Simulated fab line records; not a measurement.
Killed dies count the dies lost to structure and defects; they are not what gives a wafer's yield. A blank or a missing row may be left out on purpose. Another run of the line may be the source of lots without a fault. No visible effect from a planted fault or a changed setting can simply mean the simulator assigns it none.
Chamber matching || flow n5 finfet || N5_FIN_CUT_DESCUM_13 on rie diel-02 has 4 sister chambers
The step chemistry O2, time 7 s. 8 wafers are shown with their chamber, then 7 later ones without.

== WAFERS WITH THEIR CHAMBER ==
{"wafer": "L074.4", "chamber": 3, "showerhead plenum p Torr (Torr)": 2.15, "oes product au (a.u.)": 0.89}
{"wafer": "L079.1", "chamber": 2, "showerhead plenum p Torr (Torr)": 2.10, "oes product au (a.u.)": 0.79}
{"wafer": "L079.3", "chamber": 1, "showerhead plenum p Torr (Torr)": 2.02, "oes product au (a.u.)": 0.80}
{"wafer": "L084.1", "chamber": 0, "showerhead plenum p Torr (Torr)": 2.16, "oes product au (a.u.)": 0.68}
{"wafer": "L084.2", "chamber": 2, "showerhead plenum p Torr (Torr)": 2.10, "oes product au (a.u.)": 0.77}
{"wafer": "L084.3", "chamber": 1, "showerhead plenum p Torr (Torr)": 2.02, "oes product au (a.u.)": 0.79}
{"wafer": "L086.1", "chamber": 0, "showerhead plenum p Torr (Torr)": 2.16, "oes product au (a.u.)": 0.68}
{"wafer": "L086.3", "chamber": 3, "showerhead plenum p Torr (Torr)": 2.14, "oes product au (a.u.)": 0.85}

== WAFERS MISSING THEIR CHAMBER ==
{"wafer": "L086.5", "showerhead plenum p Torr (Torr)": 2.02, "oes product au (a.u.)": 0.79}
{"wafer": "L087.3", "showerhead plenum p Torr (Torr)": 2.14, "oes product au (a.u.)": 0.84}
{"wafer": "L087.4", "showerhead plenum p Torr (Torr)": 2.02, "oes product au (a.u.)": 0.78}
{"wafer": "L087.5", "showerhead plenum p Torr (Torr)": 2.14, "oes product au (a.u.)": 0.84}
{"wafer": "L090.1", "showerhead plenum p Torr (Torr)": 2.14, "oes product au (a.u.)": 0.85}
{"wafer": "L090.2", "showerhead plenum p Torr (Torr)": 2.01, "oes product au (a.u.)": 0.78}
{"wafer": "L090.3", "showerhead plenum p Torr (Torr)": 2.16, "oes product au (a.u.)": 0.67}

== WHICH CHAMBER EACH ONE RAN IN ==
{"wafer": "L086.5", "from the rows above": 1, "in truth": 1}
{"wafer": "L087.3", "from the rows above": 3, "in truth": 3}
{"wafer": "L087.4", "from the rows above": 1, "in truth": 1}
{"wafer": "L087.5", "from the rows above": 3, "in truth": 3}
{"wafer": "L090.1", "from the rows above": 3, "in truth": 3}
{"wafer": "L090.2", "from the rows above": 1, "in truth": 1}
{"wafer": "L090.3", "from the rows above": 0, "in truth": 0}
Correctly placed: 7 of 7. Can't be placed from these rows: 0. Wrongly placed: 0.
How it was worked out, from the rows above alone: a wafer's distance from a chamber is the root of the sum, over the readings, of the square of ((its reading less the chamber's mean) divided by the reading's scatter). If the next closest chamber is less than 2 further off than the closest, the wafer can't be placed; otherwise it belongs to the closest. The mean given for a chamber averages the wafers shown for that chamber. How the scatter is found: for the shown wafers, subtract from each reading the mean of its chamber, square and add these, divide the total by (wafers less chambers), then take the root.
